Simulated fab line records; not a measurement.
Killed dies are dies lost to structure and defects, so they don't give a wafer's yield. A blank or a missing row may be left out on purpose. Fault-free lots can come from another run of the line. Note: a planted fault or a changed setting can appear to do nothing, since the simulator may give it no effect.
Chamber matching | flow n5-finfet | 3 sister chambers for N5_BEOL_M6_DEP_56 on pecvd-03
The step deposits SiCN from 3MS/NH3, target thk 10 nm, time 17.5 s. 6 wafers are shown with their chamber, then 8 later ones without.

WAFERS PAIRED WITH THEIR CHAMBERS
wafer  | chamber | throttle-valve-pct (%) | showerhead-plenum-p-Torr (Torr)
L085.3 | 0       | 9.0                    | 3.655
L086.3 | 0       | 8.9                    | 3.653
L091.1 | 1       | 9.5                    | 3.661
L091.4 | 1       | 9.5                    | 3.671
L091.5 | 2       | 8.7                    | 3.667
L092.2 | 2       | 8.5                    | 3.688

WAFERS MISSING THEIR CHAMBER
wafer  | throttle-valve-pct (%) | showerhead-plenum-p-Torr (Torr)
L092.4 | 9.1                    | 3.660
L092.6 | 8.7                    | 3.670
L095.4 | 9.0                    | 3.641
L095.5 | 8.6                    | 3.670
L095.6 | 9.8                    | 3.668
L096.1 | 9.6                    | 3.677
L096.3 | 8.8                    | 3.675
L096.5 | 9.1                    | 3.653

WHICH CHAMBER EACH ONE RAN IN
wafer  | from the rows above     | in truth
L092.4 | 0                       | 0
L092.6 | can't be placed: 2 or 0 | 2
L095.4 | 0                       | 0
L095.5 | 2                       | 2
L095.6 | 1                       | 1
L096.1 | 1                       | 1
L096.3 | can't be placed: 2 or 0 | 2
L096.5 | 0                       | 0
Correctly placed: 6 of 8. Cannot be placed on the basis of these rows: 2; the candidates contain the true chamber in 2. Placed wrongly: 0.
How it was worked out, from the rows above alone: a wafer's distance from a chamber is the root of the sum, over the readings, of the square of ((its reading less the chamber's mean) divided by the reading's scatter). If the next closest chamber is less than 2 further off than the closest, the wafer can't be placed; otherwise it belongs to the closest. For every chamber, the mean is computed from those of its wafers that are shown. The scatter is the square root of a quotient: the sum, over the shown wafers, of each reading's squared deviation from its chamber's mean, divided by wafers minus chambers.
